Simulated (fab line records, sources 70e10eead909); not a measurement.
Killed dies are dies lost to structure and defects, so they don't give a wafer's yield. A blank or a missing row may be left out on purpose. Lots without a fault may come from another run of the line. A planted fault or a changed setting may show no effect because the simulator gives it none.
Chamber matching | flow nand_harc | NHARC_A_SGD_CUT_CMP_21 on cmp-01: 4 sister chambers
The step polishes, target thk 148.19 nm. 8 wafers are shown with their chamber, then 10 later ones without.

WAFERS WITH THEIR CHAMBER
wafer  | chamber | motor_current_A (A) | edge_zone_pressure_frac
L081.5 | 2       | 12.7                | 0.993
L082.5 | 0       | 10.8                | 0.998
L082.6 | 3       | 13.0                | 1.003
L084.1 | 0       | 11.1                | 0.997
L084.4 | 3       | 12.8                | 1.001
L084.5 | 1       | 12.7                | 0.998
L086.2 | 2       | 12.4                | 0.993
L086.5 | 1       | 12.6                | 1.011

WAFERS WITHOUT THEIR CHAMBER
wafer  | motor_current_A (A) | edge_zone_pressure_frac
L086.6 | 10.7                | 0.998
L090.1 | 10.8                | 0.989
L090.2 | 13.8                | 1.005
L090.5 | 10.5                | 0.992
L096.3 | 12.4                | 0.998
L096.4 | 13.9                | 0.997
L096.5 | 13.6                | 1.005
L097.3 | 11.8                | 0.989
L097.5 | 11.0                | 1.006
L097.6 | 13.2                | 1.000

WHICH CHAMBER EACH WENT THROUGH
wafer  | from the rows above          | in truth
L086.6 | 0                            | 0
L090.1 | 0                            | 0
L090.2 | can't be placed: 3 or 1      | 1
L090.5 | 0                            | 0
L096.3 | can't be placed: 2 or 1 or 3 | 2
L096.4 | can't be placed: 3 or 1      | 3
L096.5 | can't be placed: 3 or 1      | 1
L097.3 | can't be placed: 2 or 0 or 1 | 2
L097.5 | 0                            | 0
L097.6 | can't be placed: 3 or 1      | 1
Placed correctly: 4 of 10. Can't be placed from these rows: 6 (the true chamber is among the candidates in 6). Placed wrongly: 0.
How it was worked out, from the rows above alone: a wafer's distance from a chamber is the root of the sum, over the readings, of the square of ((its reading less the chamber's mean) divided by the reading's scatter). The wafer belongs to the nearest chamber; if the next one is less than 2 further off, it can't be placed. A chamber's mean is the mean of its shown wafers. The scatter: the root of (the sum of the squares of (reading less its chamber's mean) over the shown wafers, divided by (wafers less chambers)).
